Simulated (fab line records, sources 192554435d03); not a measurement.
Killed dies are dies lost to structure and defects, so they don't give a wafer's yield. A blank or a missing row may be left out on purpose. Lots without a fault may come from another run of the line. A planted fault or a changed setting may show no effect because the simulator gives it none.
Chamber matching | flow n5_finfet | N5_BEOL_M14_TRENCH_ETCH_34 on rie_diel-05: 4 sister chambers
The step etches SiO2 in C4F8/O2/Ar, target depth 556.65 nm, time 126.9 s. 20 wafers are shown with their chamber, then 9 later ones without.

WAFERS WITH THEIR CHAMBER
wafer  | chamber | drypump_motor_current_A (A) | throttle_valve_pct (%) | showerhead_plenum_p_Torr (Torr)
L075.3 | 2       | 5.86                        | 31.38                  | 3.35
L075.4 | 2       | 5.86                        | 31.36                  | 3.35
L075.6 | 3       | 5.30                        | 31.09                  | 3.33
L077.1 | 2       | 5.86                        | 31.39                  | 3.35
L077.3 | 1       | 5.82                        | 30.91                  | 3.52
L077.5 | 2       | 5.86                        | 31.37                  | 3.35
L079.3 | 3       | 5.32                        | 31.12                  | 3.33
L079.4 | 2       | 5.87                        | 31.36                  | 3.35
L079.6 | 3       | 5.29                        | 31.10                  | 3.33
L081.4 | 3       | 5.30                        | 31.11                  | 3.32
L081.5 | 3       | 5.29                        | 31.12                  | 3.32
L088.2 | 3       | 5.30                        | 31.13                  | 3.32
L088.3 | 1       | 5.85                        | 30.94                  | 3.51
L088.5 | 3       | 5.29                        | 31.15                  | 3.32
L086.1 | 0       | 5.83                        | 30.51                  | 3.35
L086.2 | 1       | 5.85                        | 30.96                  | 3.51
L086.5 | 0       | 5.83                        | 30.53                  | 3.35
L091.2 | 1       | 5.85                        | 30.96                  | 3.50
L091.4 | 2       | 5.85                        | 31.40                  | 3.33
L091.6 | 3       | 5.26                        | 31.15                  | 3.31

SIGNATURES (means of the wafers above)
reading                  | chamber 0 | chamber 1 | chamber 2 | chamber 3 | scatter within a chamber
drypump_motor_current_A  | 5.8300    | 5.8425    | 5.8600    | 5.2938    | 0.0134
throttle_valve_pct       | 30.5200   | 30.9425   | 31.3767   | 31.1212   | 0.0201
showerhead_plenum_p_Torr | 3.3500    | 3.5100    | 3.3467    | 3.3225    | 0.00743
Rule: a wafer's distance from a chamber is the root of the sum, over the readings, of the square of ((its reading less the chamber's mean) divided by the reading's scatter). The wafer belongs to the nearest chamber; if the next one is less than 2 further off, it can't be placed. The scatter: the root of (the sum of the squares of (reading less its chamber's mean) over the shown wafers, divided by (wafers less chambers)).

WAFERS WITHOUT THEIR CHAMBER
wafer  | drypump_motor_current_A (A) | throttle_valve_pct (%) | showerhead_plenum_p_Torr (Torr)
L090.1 | 5.82                        | 30.53                  | 3.35
L090.5 | 5.83                        | 30.93                  | 3.50
L090.6 | 5.83                        | 30.50                  | 3.35
L097.1 | 5.29                        | 31.13                  | 3.30
L097.4 | 5.86                        | 31.42                  | 3.32
L097.5 | 5.87                        | 31.40                  | 3.32
L096.1 | 5.79                        | 30.47                  | 3.34
L096.2 | 5.84                        | 30.97                  | 3.49
L096.3 | 5.87                        | 31.38                  | 3.32

WHICH CHAMBER EACH WENT THROUGH
wafer  | from the rows above | in truth
L090.1 | 0                   | 0
L090.5 | 1                   | 1
L090.6 | 0                   | 0
L097.1 | 3                   | 3
L097.4 | 2                   | 2
L097.5 | 2                   | 2
L096.1 | 0                   | 0
L096.2 | 1                   | 1
L096.3 | 2                   | 2
Placed correctly: 9 of 9. Can't be placed from these rows: 0. Placed wrongly: 0.
